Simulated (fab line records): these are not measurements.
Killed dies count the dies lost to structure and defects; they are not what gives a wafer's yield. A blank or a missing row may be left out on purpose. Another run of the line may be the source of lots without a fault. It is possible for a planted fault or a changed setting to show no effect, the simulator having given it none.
Split-lot study :: flow n5-finfet :: 21 wafers read across 7 lots, on a route 1938 steps long

== ABOUT THE SPLIT ==
At N5_FIN_CUT_CUT_ETCH_26 (etches SiNx in CH3F/O2, target depth 39 nm, time 55.7 s), the setting time-s was moved away from the recipe's 55.7 s on 6 of the 21 wafers read, by -20.8% to +14.5%. All remaining wafers had this setting at the recipe value.

The reading is taken at the split's own step.

== THE READING ==
SOC_of_FIN_CUT_COAT_18.thk-nm (the simulator's own value, which no gauge read), in nm, at N5_FIN_CUT_CUT_ETCH_26 (etches SiNx in CH3F/O2, target depth 39 nm, time 55.7 s). There is no usual value for it anywhere in the file. Average 211.6 nm, standard deviation 0.86 nm, over the 15 wafers here run with the recipe.

wafer: L076.1
tool, chamber at the split: rie-diel-05, 0
time-s as run, s: 55.7
against the recipe: recipe
SOC_of_FIN_CUT_COAT_18.thk-nm, nm: 212.4
against lot-mates on the recipe: -

wafer: L076.2
tool, chamber at the split: rie-diel-05, 3
time-s as run, s: 55.7
against the recipe: recipe
SOC_of_FIN_CUT_COAT_18.thk-nm, nm: 212.8
against lot-mates on the recipe: -

wafer: L076.6
tool, chamber at the split: rie-diel-05, 3
time-s as run, s: 55.7
against the recipe: recipe
SOC_of_FIN_CUT_COAT_18.thk-nm, nm: 212.2
against lot-mates on the recipe: -

wafer: L077.2
tool, chamber at the split: rie-diel-01, 1
time-s as run, s: 55.7
against the recipe: recipe
SOC_of_FIN_CUT_COAT_18.thk-nm, nm: 211.6
against lot-mates on the recipe: -

wafer: L077.4
tool, chamber at the split: rie-diel-01, 1
time-s as run, s: 55.7
against the recipe: recipe
SOC_of_FIN_CUT_COAT_18.thk-nm, nm: 212.4
against lot-mates on the recipe: -

wafer: L077.5
tool, chamber at the split: rie-diel-01, 0
time-s as run, s: 55.7
against the recipe: recipe
SOC_of_FIN_CUT_COAT_18.thk-nm, nm: 211.2
against lot-mates on the recipe: -

wafer: L080.2
tool, chamber at the split: rie-diel-03, 3
time-s as run, s: 55.7
against the recipe: recipe
SOC_of_FIN_CUT_COAT_18.thk-nm, nm: 210.4
against lot-mates on the recipe: -

wafer: L080.5
tool, chamber at the split: rie-diel-03, 2
time-s as run, s: 55.7
against the recipe: recipe
SOC_of_FIN_CUT_COAT_18.thk-nm, nm: 210.6
against lot-mates on the recipe: -

wafer: L080.6
tool, chamber at the split: rie-diel-03, 0
time-s as run, s: 45.61
against the recipe: -18.1%
SOC_of_FIN_CUT_COAT_18.thk-nm, nm: 214.4
against lot-mates on the recipe: +3.9

wafer: L081.4
tool, chamber at the split: rie-diel-05, 3
time-s as run, s: 55.7
against the recipe: recipe
SOC_of_FIN_CUT_COAT_18.thk-nm, nm: 212.8
against lot-mates on the recipe: -

wafer: L081.5
tool, chamber at the split: rie-diel-05, 0
time-s as run, s: 55.7
against the recipe: recipe
SOC_of_FIN_CUT_COAT_18.thk-nm, nm: 212.6
against lot-mates on the recipe: -

wafer: L081.6
tool, chamber at the split: rie-diel-05, 1
time-s as run, s: 62.7
against the recipe: +12.6%
SOC_of_FIN_CUT_COAT_18.thk-nm, nm: 211.2
against lot-mates on the recipe: -1.5

wafer: L084.1
tool, chamber at the split: rie-diel-05, 1
time-s as run, s: 55.7
against the recipe: recipe
SOC_of_FIN_CUT_COAT_18.thk-nm, nm: 211.2
against lot-mates on the recipe: -

wafer: L084.4
tool, chamber at the split: rie-diel-05, 1
time-s as run, s: 44.11
against the recipe: -20.8%
SOC_of_FIN_CUT_COAT_18.thk-nm, nm: 215.2
against lot-mates on the recipe: +4.1

wafer: L084.5
tool, chamber at the split: rie-diel-05, 3
time-s as run, s: 55.7
against the recipe: recipe
SOC_of_FIN_CUT_COAT_18.thk-nm, nm: 211
against lot-mates on the recipe: -

wafer: L085.2
tool, chamber at the split: rie-diel-01, 2
time-s as run, s: 55.7
against the recipe: recipe
SOC_of_FIN_CUT_COAT_18.thk-nm, nm: 210.4
against lot-mates on the recipe: -

wafer: L085.3
tool, chamber at the split: rie-diel-01, 0
time-s as run, s: 50.22
against the recipe: -9.8%
SOC_of_FIN_CUT_COAT_18.thk-nm, nm: 212.8
against lot-mates on the recipe: +2.2

wafer: L085.5
tool, chamber at the split: rie-diel-01, 1
time-s as run, s: 55.7
against the recipe: recipe
SOC_of_FIN_CUT_COAT_18.thk-nm, nm: 210.8
against lot-mates on the recipe: -

wafer: L095.1
tool, chamber at the split: rie-diel-01, 0
time-s as run, s: 63.78
against the recipe: +14.5%
SOC_of_FIN_CUT_COAT_18.thk-nm, nm: 210
against lot-mates on the recipe: -2.2

wafer: L095.2
tool, chamber at the split: rie-diel-01, 3
time-s as run, s: 55.7
against the recipe: recipe
SOC_of_FIN_CUT_COAT_18.thk-nm, nm: 212.2
against lot-mates on the recipe: -

wafer: L095.5
tool, chamber at the split: rie-diel-01, 0
time-s as run, s: 63.78
against the recipe: +14.5%
SOC_of_FIN_CUT_COAT_18.thk-nm, nm: 209.8
against lot-mates on the recipe: -2.4

FIT RESULTS
A straight line over all 21 wafers: SOC_of_FIN_CUT_COAT_18.thk-nm changes by -0.133 nm for each +1% of time-s; r = -0.81; the points scatter about the line by 0.83 nm.
The same after taking each lot's own level away (the mean of its wafers on the recipe; 21 wafers): -0.183 nm for each +1%; r = -0.98; scatter 0.34 nm.
That fit puts the effect of the largest move of time-s on the reading at 3.8 nm.
The span of the lots' own levels, 210.50 to 212.70 nm, comes to 2.6 times the standard deviation stated above.
In other words, the slope is changed by the lot-to-lot level; the two fits disagree.
Check: with one of the wafers moved furthest among these (-20.8%) left out of the fit, the line predicts +3.84 nm for it against its lot-mates. Against them it came out at +4.1 nm.

== OTHER SPLITS ON THESE WAFERS ==
Before the reading, these wafers also passed through other splits. Each is held against what the fit with the lots' levels taken away leaves over:
other split on the same wafers: N5_WELL_APT_COAT_02 spin-rpm
wafers away from the commonest value: 6
r with SOC_of_FIN_CUT_COAT_18.thk-nm (lot level and that fit taken away): -0.11

other split on the same wafers: N5_FIN_SAQP_PECVD_06 time-s
wafers away from the commonest value: 7
r with SOC_of_FIN_CUT_COAT_18.thk-nm (lot level and that fit taken away): +0.22

other split on the same wafers: N5_FIN_SAQP_DEVELOP_15 develop-time-s
wafers away from the commonest value: 9
r with SOC_of_FIN_CUT_COAT_18.thk-nm (lot level and that fit taken away): -0.24

other split on the same wafers: N5_FIN_CUT_ETCH_21 bias-w
wafers away from the commonest value: 10
r with SOC_of_FIN_CUT_COAT_18.thk-nm (lot level and that fit taken away): +0.25

== THE WHOLE CHAIN: every reading that the file lists as answering this split, in the file's order ==
step: N5_FIN_CUT_CUT_ETCH_26
what it does: etches SiNx in CH3F/O2, target depth 39 nm, time 55.7 s
reading: etch.depth-nm (the simulator's own value, which no gauge read)
change (the file's fit): +0.413 nm for each +1% of the setting
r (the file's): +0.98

step: N5_FIN_CUT_CUT_ETCH_26
what it does: etches SiNx in CH3F/O2, target depth 39 nm, time 55.7 s
reading: SOC_of_FIN_CUT_COAT_18.thk-nm (the simulator's own value, which no gauge read)
change (the file's fit): -0.187 nm for each +1% of the setting
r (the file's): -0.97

== FILE'S OWN FIT ==
SOC_of_FIN_CUT_COAT_18.thk-nm changes by -0.187 nm for each +1% of time-s, r = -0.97.
